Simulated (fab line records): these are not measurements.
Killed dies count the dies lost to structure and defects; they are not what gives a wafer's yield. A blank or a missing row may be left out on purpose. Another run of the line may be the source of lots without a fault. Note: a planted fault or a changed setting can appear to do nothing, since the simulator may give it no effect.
fab line records	flow nand-harc	part 1 of 2: steps 1 to 14 of 15
record lots=6	wafers=18	last-day=32
route steps=1302 shown A_CONTACT@993 END@1302
lots that met no fault: from a run of the same line without faults
start-h: hours from the record's first day to the start of the lot's first wafer shown	wait-h: time in hours since the lot's previous step	" same as the row above	L1.1+2: a row that stands for several wafers	- value missing, or start not given	* or withheld: withheld	< > ~ a bound
route shown NAME@n: names a module that has steps shown in the file, with the first one's number in the route	usual: mean and standard deviation over wafers with no fault	same: alike in all rows	chamber/n: place in a boat	sites: readings site by site	_std_site: the standard deviation of these	_edge_site: the outer-site mean with the inner-site mean subtracted	radius-mm: how far each site lies from the wafer's centre	mask NAME#n: copy n	behind: the most recent tool/chamber to have shaped the wafer	hold: the reason the lot was held/the length of the hold in hours/how it ended	device: the transistor (n, p or np) that didn't switch	end of line: the tests these same wafers got at the end of their route	a step given without rows: its recipe and nothing more	killed: not the wafer's yield, but the dies lost to structure and defects at the first sort	map: a wafer's dies, x killed, . not, _ none there
set.NAME: the setting that was run; set.NAME@STEP: the one run at that earlier step	model.NAME: the simulator's own value behind a step, which no gauge read
lots seen at some steps along the route; tables by step, rows by wafer
services: when a tool's chamber went out of use (start-h, in hours from the record's first day, below 0 if earlier), for how many hours, and the reason
## steps
# step NHARC_A_CONTACT_EBR_38
# step NHARC_A_CONTACT_EXPOSE_39
# recipe na=1.35	sigma-outer=0.8	dose-mj=58.79	mask-id=A_CC_3
# step NHARC_A_CONTACT_PEB_40
# recipe peb-temp-c=100	peb-time-s=65
# step NHARC_A_CONTACT_DEVELOP_41
# recipe develop-time-s=35	dev-temp-c=23
# step NHARC_A_CONTACT_CD_MEAS_42
# recipe target-cd-nm=300	landing-energy-ev=500
# usual cd-nm=300.5/0.67
lot.wafer	tool	chamber	start-h	wait-h	cd-nm
L106.1	cd-sem-01	0	512.28	-	299.7
L106.3	"	0	"	"	300.9
L106.5	"	0	"	"	300.6
L110.1	cd-sem-02	0	571.79	-	300.3
L110.3	"	0	"	"	299.2
L110.5	"	0	"	"	300.6
L114.2	cd-sem-02	0	602.60	-	299.7
L114.3	"	0	"	"	299.0
L114.4	"	0	"	"	299.2
L117.4	cd-sem-03	0	624.62	-	301.1
L117.5	"	0	"	"	301.7
L117.6	"	0	"	"	301.0
L121.2	cd-sem-03	0	677.67	-	301.1
L121.4	"	0	"	"	301.3
L121.6	"	0	"	"	300.4
L123.1	cd-sem-02	0	697.87	-	300.7
L123.4	"	0	"	"	300.7
L123.5	"	0	"	"	300.1
# step NHARC_A_CONTACT_OVL_MEAS_43
# usual overlay-x-nm=0.1/0.9	overlay-y-nm=0.1/0.95
lot.wafer	tool	chamber	start-h	wait-h	overlay-x-nm	overlay-y-nm
L106.1	overlay-02	-	512.37	-	1.0	-0.1
L106.3	"	-	"	"	0.8	0.4
L106.5	"	-	"	"	1.2	-0.2
L110.1	overlay-01	-	571.88	-	1.1	0.2
L110.3	"	-	"	"	0.7	0.0
L110.5	"	-	"	"	1.1	-0.2
L114.2	overlay-02	-	602.69	-	-1.2	-1.6
L114.3	"	-	"	"	-1.3	-2.1
L114.4	"	-	"	"	-1.1	-2.6
L117.4	overlay-01	-	624.70	-	-0.9	0.5
L117.5	"	-	"	"	-0.3	0.5
L117.6	"	-	"	"	-0.3	0.3
L121.2	overlay-01	-	677.76	-	0.9	-0.3
L121.4	"	-	"	"	1.4	-0.2
L121.6	"	-	"	"	1.1	-0.4
L123.1	overlay-02	-	697.96	-	0.1	0.3
L123.4	"	-	"	"	0.3	0.0
L123.5	"	-	"	"	0.0	-0.2
# step NHARC_A_CONTACT_INSPECT_44
# usual raw-defect-count=85/38
lot.wafer	tool	chamber	start-h	wait-h	raw-defect-count
L106.1	defect-inspect-01	-	512.41	0.0	75
L106.3	"	-	"	"	62
L106.5	"	-	"	"	73
L110.1	defect-inspect-02	-	571.92	0.0	23
L110.3	"	-	"	"	30
L110.5	"	-	"	"	30
L114.2	defect-inspect-02	-	602.72	0.0	14
L114.3	"	-	"	"	10
L114.4	"	-	"	"	19
L117.4	defect-inspect-02	-	624.74	0.0	86
L117.5	"	-	"	"	105
L117.6	"	-	"	"	98
L121.2	defect-inspect-01	-	677.79	0.0	104
L121.4	"	-	"	"	108
L121.6	"	-	"	"	114
L123.1	defect-inspect-02	-	697.99	0.0	39
L123.4	"	-	"	"	54
L123.5	"	-	"	"	39
# step NHARC_A_CONTACT_DESCUM_47
# recipe time-s=3	o2-flow-sccm=200	ar-flow-sccm=0	bias-power-w=0	chemistry=O2
# usual drypump-motor-current-A=5.93/0.28	o2-flow-sccm=200.0/0.62	oes-product-au=0.998/0.011	rf-vpp-V=57.7/0.84	showerhead-plenum-p-Torr=1.87/0.059	throttle-valve-pct=11.310/0.0083
# same time-s=3
lot.wafer	tool	chamber	start-h	wait-h	drypump-motor-current-A	o2-flow-sccm	oes-product-au	rf-hours-counter-h	rf-vpp-V	showerhead-plenum-p-Torr	throttle-valve-pct
L106.3	rie-diel-08	1	512.49	0.1	6.07	199.7	1.017	23	56.8	1.92	11.296
L106.1	"	2	"	"	6.35	199.7	1.005	25	57.9	1.95	11.299
L106.5	"	3	"	"	5.65	200.0	1.007	-	57.1	1.79	11.311
L110.1	rie-diel-08	2	571.98	0.1	6.37	200.1	0.987	2	57.3	1.95	11.304
L110.3	"	3	"	"	5.63	200.2	0.991	2	57.6	1.79	11.305
L110.5	"	2	"	"	6.33	199.9	0.982	-	58.6	1.95	11.313
L114.3	rie-diel-05	0	602.81	0.1	5.42	200.4	1.008	3	57.0	1.85	11.303
L114.2	"	1	"	"	6.05	199.6	1.003	3	57.4	1.77	11.323
L114.4	"	2	"	"	6.09	200.9	1.014	2	58.6	1.87	11.311
L117.4	rie-diel-08	3	624.80	0.1	5.64	200.3	0.994	15	57.3	1.78	11.312
L117.6	"	3	"	"	5.64	200.1	1.009	-	58.0	1.78	11.315
L117.5	"	0	"	"	6.03	201.1	0.998	-	56.9	1.92	11.313
L121.2	rie-diel-05	0	677.86	0.1	5.40	200.4	1.013	33	57.9	1.84	11.317
L121.4	"	1	"	"	6.06	199.5	0.993	30	58.3	1.77	11.305
L121.6	"	0	"	"	5.41	200.6	1.017	-	55.9	1.84	11.295
L123.4	rie-diel-08	0	698.06	0.1	6.06	200.4	1.003	27	57.2	1.92	11.313
L123.1	"	3	"	"	5.67	199.7	0.994	26	59.6	1.78	11.307
L123.5	"	1	"	"	6.08	201.0	1.004	-	58.1	1.91	11.307
# step NHARC_A_CONTACT_ETCH_48
# recipe target-depth-a=390	over-etch-frac=0.3	time-s=65	ion-energy-ev=80	cf4-flow-sccm=150	ar-flow-sccm=0	rf-w=300	bias-w=100	chemistry=CF4
# usual bias-w=100.04/0.28	cf4-flow-sccm=150.0/0.41	drypump-motor-current-A=5.94/0.26	oes-product-au=0.996/0.011	rf-vpp-V=150.9/1	showerhead-plenum-p-Torr=1.73/0.052	throttle-valve-pct=13.284/0.009
# same time-s=65
lot.wafer	tool	chamber	start-h	wait-h	bias-w	cf4-flow-sccm	drypump-motor-current-A	oes-product-au	rf-hours-counter-h	rf-vpp-V	showerhead-plenum-p-Torr	throttle-valve-pct
L106.1	rie-diel-08	3	512.56	0.1	99.48	149.3	5.63	1.005	24	149.2	1.66	13.294
L106.3	"	0	"	"	100.11	150.5	6.04	0.982	19	152.7	1.78	13.301
L106.5	"	3	"	"	99.64	149.1	5.63	0.996	-	149.6	1.66	13.285
L110.3	rie-diel-08	0	572.06	0.1	100.43	149.4	6.05	1.001	1	150.5	1.78	13.279
L110.1	"	1	"	"	99.83	150.2	6.04	1.000	1	151.9	1.77	13.285
L110.5	"	1	"	"	100.23	150.2	6.05	0.997	-	151.7	1.77	13.288
L114.2	rie-diel-05	1	602.89	0.1	100.46	150.4	6.04	0.996	3	150.6	1.65	13.295
L114.4	"	2	"	"	100.16	150.2	6.08	1.012	3	151.3	1.73	13.295
L114.3	"	3	"	"	100.15	149.7	5.77	0.984	2	150.3	1.69	13.280
L117.4	rie-diel-08	2	624.90	0.1	99.79	149.9	6.32	0.985	14	151.1	1.79	13.289
L117.6	"	0	"	"	99.49	150.3	6.07	0.996	-	150.6	1.77	13.276
L117.5	"	1	"	"	99.29	150.6	6.04	0.993	-	150.5	1.77	13.267
L121.4	rie-diel-05	0	677.95	0.1	99.93	149.6	5.41	1.014	33	150.3	1.70	13.280
L121.2	"	1	"	"	100.36	149.5	6.05	0.978	30	149.7	1.64	13.290
L121.6	"	2	"	"	99.91	149.8	6.07	1.009	-	151.7	1.73	13.289
L123.4	rie-diel-08	1	698.14	0.1	100.55	150.3	6.04	1.002	25	152.0	1.76	13.290
L123.1	"	3	"	"	100.40	150.3	5.60	0.989	26	150.2	1.66	13.282
L123.5	"	1	"	"	100.43	149.9	6.05	1.000	-	149.5	1.76	13.286
# step NHARC_A_CONTACT_ETCH_49
# recipe target-depth-a=2600	over-etch-frac=0.3	time-s=475.3	ion-energy-ev=200	n2-flow-sccm=150	h2-flow-sccm=150	ar-flow-sccm=0	rf-w=400	bias-w=150	chemistry=N2/H2
# usual bias-w=150.0/0.39	chamber-pressure-mTorr=30.001/0.028	drypump-motor-current-A=5.94/0.27	oes-product-au=0.998/0.011	rf-vpp-V=429.3/1.9	showerhead-plenum-p-Torr=2.00/0.065	throttle-valve-pct=14.171/0.0096
# same time-s=475.3
lot.wafer	tool	chamber	start-h	wait-h	bias-w	chamber-pressure-mTorr	drypump-motor-current-A	oes-product-au	rf-hours-counter-h	rf-vpp-V	showerhead-plenum-p-Torr	throttle-valve-pct
L106.3	rie-diel-08	2	-	-	150.5	29.999	6.34	0.990	26	430.9	2.08	14.178
L106.1	"	0	"	"	149.7	29.999	6.03	0.989	19	431.0	2.05	14.164
L106.5	"	1	"	"	150.1	29.993	6.03	1.011	-	430.2	2.04	14.161
L110.1	rie-diel-08	0	-	-	150.2	29.996	6.05	0.996	1	431.1	2.05	14.172
L110.3	"	2	"	"	149.7	30.005	6.34	1.000	2	432.0	2.08	14.160
L110.5	"	0	"	"	149.6	30.010	6.06	1.001	-	430.0	2.05	14.176
L114.4	rie-diel-05	0	-	-	150.2	30.036	5.42	1.003	3	429.2	1.97	14.179
L114.3	"	1	"	"	149.9	29.984	6.09	1.004	3	426.7	1.89	14.163
L114.2	"	2	"	"	149.6	30.029	6.10	1.008	3	429.8	2.00	14.181
L117.4	rie-diel-08	1	-	-	149.9	29.980	6.04	1.002	12	431.2	2.04	14.161
L117.5	"	1	"	"	150.2	29.991	6.04	0.997	-	431.6	2.04	14.166
L117.6	"	2	"	"	149.8	30.055	6.31	0.985	-	430.6	2.07	14.177
L121.4	rie-diel-05	0	-	-	149.6	29.978	5.41	1.020	33	427.9	1.96	14.165
L121.2	"	3	"	"	150.3	29.987	5.74	0.986	25	426.7	1.94	14.175
L121.6	"	1	"	"	149.5	29.999	6.06	0.999	-	425.8	1.88	14.156
L123.1	rie-diel-08	2	-	-	149.4	30.027	6.34	0.998	27	430.7	2.07	14.174
L123.4	"	1	"	"	149.9	30.027	6.04	1.010	25	429.4	2.03	14.152
L123.5	"	3	"	"	149.9	29.961	5.64	0.999	-	426.7	1.89	14.146
# step NHARC_A_CONTACT_ETCH_50
# recipe target-depth-a=1210	time-s=60.5	cf4-flow-sccm=100	chf3-flow-sccm=30	ar-flow-sccm=0	rf-w=500	bias-w=200	chemistry=CF4/CHF3
# usual bias-w=200.0/0.58	cf4-flow-sccm=100.01/0.27	drypump-motor-current-A=5.93/0.27	oes-product-au=0.949/0.021	rf-vpp-V=369.7/1.8	showerhead-plenum-p-Torr=1.54/0.047	throttle-valve-pct=16.801/0.0097
# same time-s=60.5
lot.wafer	tool	chamber	start-h	wait-h	bias-w	cf4-flow-sccm	drypump-motor-current-A	oes-product-au	rf-hours-counter-h	rf-vpp-V	showerhead-plenum-p-Torr	throttle-valve-pct
L106.3	rie-diel-08	1	-	-	199.6	99.79	6.05	1.004	23	371.3	1.58	16.783
L106.1	"	3	"	"	200.7	99.86	5.58	0.965	24	368.4	1.48	16.802
L106.5	"	2	"	"	200.2	99.93	6.31	0.981	-	371.1	1.60	16.794
L110.3	rie-diel-08	0	-	-	200.4	100.18	6.05	0.970	2	370.7	1.58	16.799
L110.1	"	1	"	"	200.0	100.26	6.03	0.971	1	370.8	1.57	16.800
L110.5	"	0	"	"	200.8	100.08	6.05	0.973	-	370.3	1.58	16.793
L114.2	rie-diel-05	0	-	-	200.0	100.02	5.40	0.949	3	369.3	1.52	16.799
L114.3	"	1	"	"	200.4	100.22	6.04	0.946	3	365.7	1.47	16.792
L114.4	"	3	"	"	200.7	100.12	5.75	0.940	3	367.8	1.51	16.815
L117.4	rie-diel-08	0	-	-	200.4	100.32	6.07	0.956	12	370.7	1.58	16.807
L117.6	"	1	"	"	200.7	100.16	6.04	0.977	-	370.4	1.57	16.802
L117.5	"	2	"	"	199.8	99.78	6.34	0.965	-	372.0	1.60	16.822
L121.2	rie-diel-05	2	-	-	199.4	99.84	6.09	0.937	27	369.8	1.54	16.793
L121.4	"	0	"	"	200.2	100.40	5.38	0.942	33	368.8	1.51	16.801
L121.6	"	1	"	"	200.0	99.81	6.07	0.913	-	367.0	1.46	16.786
L123.1	rie-diel-08	3	-	-	200.0	100.04	5.62	0.977	27	365.9	1.47	16.780
L123.4	"	1	"	"	200.9	99.99	6.05	0.970	26	370.0	1.57	16.819
L123.5	"	2	"	"	199.8	100.04	6.33	0.963	-	371.1	1.59	16.784
# step NHARC_A_CONTACT_ETCH_51
# recipe target-depth-a=70000	over-etch-frac=0.3	time-s=1820	ion-energy-ev=150	o2-flow-sccm=400	cos-flow-sccm=20	ar-flow-sccm=0	rf-w=500	bias-w=300	chemistry=O2/COS
# usual bias-w=300.2/0.89	chamber-pressure-mTorr=20.001/0.017	drypump-motor-current-A=5.95/0.26	o2-flow-sccm=400.1/1.3	oes-product-au=0.997/0.011	rf-vpp-V=313.2/1.7	showerhead-plenum-p-Torr=3.06/0.095	throttle-valve-pct=28.331/0.0089
# same time-s=1820
lot.wafer	tool	chamber	start-h	wait-h	bias-w	chamber-pressure-mTorr	drypump-motor-current-A	o2-flow-sccm	oes-product-au	rf-hours-counter-h	rf-vpp-V	showerhead-plenum-p-Torr	throttle-valve-pct
L106.3	rie-diel-08	2	-	-	299.4	19.998	6.34	397.5	1.001	26	314.6	3.18	28.321
L106.1	"	3	"	"	300.0	19.995	5.62	400.1	0.993	24	310.8	2.93	28.330
L106.5	"	0	"	"	301.2	20.015	6.05	400.2	0.994	-	313.4	3.14	28.318
L110.3	rie-diel-08	1	-	-	301.0	19.979	6.06	400.0	0.993	2	314.4	3.12	28.329
L110.1	"	0	"	"	301.8	20.008	6.07	399.2	1.000	2	314.6	3.14	28.334
L110.5	"	2	"	"	299.6	20.023	6.33	400.7	0.985	-	315.9	3.17	28.326
L114.4	rie-diel-05	0	-	-	299.6	20.020	5.43	399.3	0.997	3	313.3	3.02	28.336
L114.3	"	1	"	"	300.9	20.007	6.06	400.0	1.002	4	310.5	2.91	28.346
L114.2	"	3	"	"	299.3	19.984	5.75	400.3	0.990	3	310.9	2.99	28.321
L117.4	rie-diel-08	3	-	-	301.7	19.998	5.63	403.9	0.990	15	311.6	2.92	28.328
L117.6	"	2	"	"	299.8	19.992	6.33	400.2	0.990	-	315.0	3.17	28.332
L117.5	"	3	"	"	300.2	20.021	5.64	399.3	0.989	-	310.7	2.92	28.322
L121.2	rie-diel-05	0	-	-	298.7	20.014	5.42	399.0	1.012	33	311.8	3.01	28.331
L121.4	"	1	"	"	301.5	19.972	6.05	399.7	0.994	31	310.2	2.90	28.337
L121.6	"	1	"	"	299.3	19.977	6.07	399.8	0.986	-	309.7	2.90	28.349
L123.4	rie-diel-08	0	-	-	299.8	20.011	6.07	398.4	0.985	27	313.4	3.13	28.332
L123.1	"	2	"	"	299.8	19.989	6.34	401.6	0.978	27	315.8	3.16	28.328
L123.5	"	1	"	"	300.3	19.947	6.06	400.9	0.993	-	313.7	3.11	28.323
# step NHARC_A_CONTACT_ETCH_111
# recipe source-w=withheld	pressure-mtorr=20	bias-v=withheld	time-s=140	target-depth-a=7000	ar-flow-sccm=withheld	c4f8-flow-sccm=withheld	o2-flow-sccm=withheld	chemistry=C4F8/O2/Ar
# usual chamber-pressure-mTorr=20.000/0.018	oes-air-line-au=1.001/0.021	time-s=140/0
lot.wafer	tool	chamber	start-h	wait-h	chamber-pressure-mTorr	oes-air-line-au	rf-hours-counter-h	time-s
L106.1	har-cap-etch-03	1	514.29	-	19.994	0.998	43	140
L106.3	"	1	"	"	20.011	0.990	-	140
L106.5	"	1	"	"	20.010	1.009	-	140
L110.1	har-cap-etch-02	1	573.83	-	20.031	1.012	103	140
L110.3	"	1	"	"	20.013	1.019	-	140
L110.5	"	0	"	"	19.978	1.006	-	140
L114.2	har-cap-etch-01	1	604.66	-	-	-	-	-
L114.3	"	0	"	"	-	-	-	-
L114.4	"	1	"	"	-	-	-	-
L117.4	har-cap-etch-03	0	626.66	-	-	-	-	-
L117.5	"	0	"	"	-	-	-	-
L117.6	"	1	"	"	-	-	-	-
L121.2	har-cap-etch-02	1	679.68	-	19.987	0.981	122	140
L121.4	"	1	"	"	19.999	0.983	-	140
L121.6	"	0	"	"	20.023	0.979	-	140
L123.1	har-cap-etch-02	0	700.07	-	20.013	0.981	126	140
L123.4	"	0	"	"	19.983	0.976	-	140
L123.5	"	0	"	"	20.006	1.029	-	140
# step NHARC_A_CONTACT_ETCH_112
# recipe source-w=withheld	pressure-mtorr=20	bias-v=3000	time-s=190	target-depth-a=18500	ar-flow-sccm=withheld	c4f8-flow-sccm=withheld	o2-flow-sccm=withheld	chemistry=C4F8/O2/Ar
## key
first-sign step=NHARC_A_CONTACT_ETCH_111	reading=tool-record	direction=missing
effect step=NHARC_END_SORT_01	reading=killed-dies	direction=up	sigmas=33	usual=57	struck=677
more-kills-born-at NHARC_A_CONTACT_ETCH_111@har-cap-etch-01=1940	NHARC_A_CONTACT_ETCH_111@har-cap-etch-03=1868
met-at NHARC_A_CONTACT_ETCH_111
struck-wafers L114.2,L114.3,L114.4,L117.4,L117.5,L117.6
later-rows-left-out L114.2,L114.3,L114.4,L117.4,L117.5,L117.6
tester-left-out L114,L117
onset-between 514.29 604.66
fault kind=skipped-step-whole	tool=har-cap-etch-01,har-cap-etch-03	chamber=-	onset-h=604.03	steps=NHARC_A_CONTACT_ETCH_111	scope=struck-lots-only
# tester-left-out: of these lots the tester's yield and bins aren't shown, on N5 and GAA mostly nor the transistor test; their killed dies are dies lost to structure and defects alone, not to doping, threshold or leakage, so they don't give the yield
# later-rows-left-out: the simulator's readings of these wafers behind a module that went badly wrong aren't trusted and aren't shown, but for the sort
